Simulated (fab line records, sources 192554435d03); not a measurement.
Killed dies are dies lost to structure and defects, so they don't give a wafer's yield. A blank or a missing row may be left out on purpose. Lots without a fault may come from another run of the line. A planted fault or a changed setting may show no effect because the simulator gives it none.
Split-lot experiment | flow n5_finfet | 7 lots, 21 wafers read, on a route of 1938 steps

THE SPLIT
At N5_SDB_COAT_03 (time 60 s, resist thk 100 nm), the setting spin_rpm was moved away from the recipe's 1500 rpm on 11 of the 21 wafers read, by -4.7% to +9.9%. The other wafers ran this setting at the recipe's value.

FROM THE SPLIT TO THE READING: what the file shows between them, 7 steps
- N5_SDB_COAT_04: time 60 s, resist thk 18 nm
- N5_SDB_COAT_05: resist thk 90 nm
- N5_SDB_DESCUM_16: chemistry O2, time 7.9 s
- N5_SDB_ETCH_17: etches SiARC in CF4, target depth 23.4 nm, time 39 s
- N5_SDB_ETCH_18: etches SOC in N2/H2, target depth 100 nm, overetch 20 nm, time 150 s
- N5_SDB_STRIP_19: strips in N2/H2
- N5_SDB_STRIP_21: strips in CF4

THE READING
SOC_of_SDB_COAT_03.thk_nm (the simulator's own value, which no gauge read), in nm, at N5_SDB_HM_OPEN_20 (chemistry CH3F/O2, target SiNx, stops on poly-Si, target depth 24 nm). The file gives no usual value for it. The 10 wafers here that ran the recipe average 84.2 nm, standard deviation 0.64 nm.

wafer  | tool, chamber at the split | spin_rpm as run, rpm | against the recipe | SOC_of_SDB_COAT_03.thk_nm, nm | against lot-mates on the recipe
L081.1 | litho_track-01, 0          | 1500                 | recipe             | 83.4                          | -
L081.4 | litho_track-01, 0          | 1500                 | recipe             | 84.4                          | -
L081.5 | litho_track-01, 0          | 1636                 | +9.1%              | 80.4                          | -3.5
L083.1 | litho_track-03, 0          | 1500                 | recipe             | 84.6                          | -
L083.4 | litho_track-03, 0          | 1500                 | recipe             | 85.4                          | -
L083.5 | litho_track-03, 0          | 1500                 | recipe             | 84.8                          | -
L084.1 | litho_track-01, 0          | 1648                 | +9.9%              | 79.4                          | no lot-mate on the recipe
L084.3 | litho_track-01, 0          | 1648                 | +9.9%              | 79.2                          | no lot-mate on the recipe
L084.6 | litho_track-01, 0          | 1648                 | +9.9%              | 78.8                          | no lot-mate on the recipe
L085.4 | litho_track-05, 0          | 1429                 | -4.7%              | 86.2                          | +2.8
L085.5 | litho_track-05, 0          | 1500                 | recipe             | 83.4                          | -
L085.6 | litho_track-05, 0          | 1429                 | -4.7%              | 86.4                          | +3.0
L086.2 | litho_track-03, 0          | 1500                 | recipe             | 84.4                          | -
L086.4 | litho_track-03, 0          | 1500                 | recipe             | 84.4                          | -
L086.6 | litho_track-03, 0          | 1606                 | +7.1%              | 82                            | -2.4
L088.3 | litho_track-01, 0          | 1608                 | +7.2%              | 80.6                          | -2.8
L088.4 | litho_track-01, 0          | 1500                 | recipe             | 83.4                          | -
L088.5 | litho_track-01, 0          | 1608                 | +7.2%              | 80                            | -3.4
L095.3 | litho_track-01, 0          | 1500                 | recipe             | 83.8                          | -
L095.4 | litho_track-01, 0          | 1561                 | +4.1%              | 82.2                          | -1.6
L095.6 | litho_track-01, 0          | 1561                 | +4.1%              | 82.4                          | -1.4

THE FIT
A straight line over all 21 wafers: SOC_of_SDB_COAT_03.thk_nm changes by -0.479 nm for each +1% of spin_rpm; r = -0.97; the points scatter about the line by 0.61 nm.
The same after taking each lot's own level away (the mean of its wafers on the recipe; 18 wafers): -0.443 nm for each +1%; r = -0.98; scatter 0.4 nm.
On that fit, the largest move of spin_rpm shifts the reading by 4.4 nm.
The lots' own levels span 83.40 to 84.93 nm, that is 2.4 times the standard deviation above.
So the lot-to-lot level changes the slope little: the two slopes agree.
Check: with one of the wafers moved furthest among these (+9.1%) left out of the fit, the line predicts -3.92 nm for it against its lot-mates. It came out at -3.5 nm against them.

OTHER SPLITS ON THESE WAFERS
These wafers also went through other splits before the reading. Each is held against what the fit with the lots' levels taken away leaves over:
other split on the same wafers | wafers away from the commonest value | r with SOC_of_SDB_COAT_03.thk_nm (lot level and that fit taken away)
N5_SD_EPI_N_PEB_07 peb_time_s  | 4                                    | -0.18

THE WHOLE CHAIN: every reading that the file lists as answering this split, in the file's order
step              | what it does                                                         | reading                                                                    | change (the file's fit)               | r (the file's)
N5_SDB_COAT_03    | time 60 s, resist thk 100 nm                                         | SOC_of_SDB_COAT_03.thk_nm (the simulator's own value, which no gauge read) | -0.465 nm for each +1% of the setting | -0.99
N5_SDB_ETCH_18    | etches SOC in N2/H2, target depth 100 nm, overetch 20 nm, time 150 s | etch.depth_nm (the simulator's own value, which no gauge read)             | -0.465 nm for each +1% of the setting | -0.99
N5_SDB_HM_OPEN_20 | chemistry CH3F/O2, target SiNx, stops on poly-Si, target depth 24 nm | SOC_of_SDB_COAT_03.thk_nm (the simulator's own value, which no gauge read) | -0.407 nm for each +1% of the setting | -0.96
N5_SDB_STRIP_22   | strips in N2/H2                                                      | strip_time_to_endpoint_s                                                   | withheld for each +1% of the setting  | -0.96

THE FILE'S OWN FIT
SOC_of_SDB_COAT_03.thk_nm changes by -0.407 nm for each +1% of spin_rpm, r = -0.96.
